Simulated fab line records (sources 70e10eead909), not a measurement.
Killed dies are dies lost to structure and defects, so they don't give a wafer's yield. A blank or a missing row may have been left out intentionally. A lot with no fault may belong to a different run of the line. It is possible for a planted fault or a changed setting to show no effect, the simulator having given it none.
Matching of chambers    flow nand harc    rie diel-12 running NHARC_A_STAIRCASE_ETCHBACK_422: 4 sister chambers
The step etches the open film in CH3F/O2, target depth 40 nm, time 74.286 s. 4 wafers are shown with their chamber, then 12 later ones without.

## WAFERS PAIRED WITH THEIR CHAMBERS
wafer   chamber  showerhead plenum p Torr (Torr)
L081.3  0        2.64
L081.6  3        2.30
L091.5  1        2.36
L091.6  2        2.29

## WAFERS MISSING THEIR CHAMBER
wafer   showerhead plenum p Torr (Torr)
L093.1  2.63
L093.3  2.29
L093.4  2.36
L094.4  2.36
L094.5  2.29
L094.6  2.29
L097.1  2.29
L097.3  2.29
L097.6  2.29
L096.1  2.62
L096.2  2.28
L096.4  2.29

## WHICH CHAMBER EACH ONE RAN IN
wafer   from the rows above      in truth
L093.1  0                        0
L093.3  can't be placed: 2 or 3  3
L093.4  1                        1
L094.4  1                        1
L094.5  can't be placed: 2 or 3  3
L094.6  can't be placed: 2 or 3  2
L097.1  can't be placed: 2 or 3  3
L097.3  can't be placed: 2 or 3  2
L097.6  can't be placed: 2 or 3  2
L096.1  0                        0
L096.2  can't be placed: 2 or 3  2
L096.4  can't be placed: 2 or 3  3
Correct placement for 4 of the 12. These rows do not allow placing 8 (true chamber among the candidates in 8). Wrongly placed: 0.
How it was worked out, from the rows above alone: a wafer's distance from a chamber is the root of the sum, over the readings, of the square of ((its reading less the chamber's mean) divided by the reading's scatter). If the next closest chamber is less than 2 further off than the closest, the wafer can't be placed; otherwise it belongs to the closest. Each chamber's mean is taken over the wafers shown for it. The scatter: root of mean squared gap, hidden wafer to nearest shown wafer, with one shown wafer a chamber.
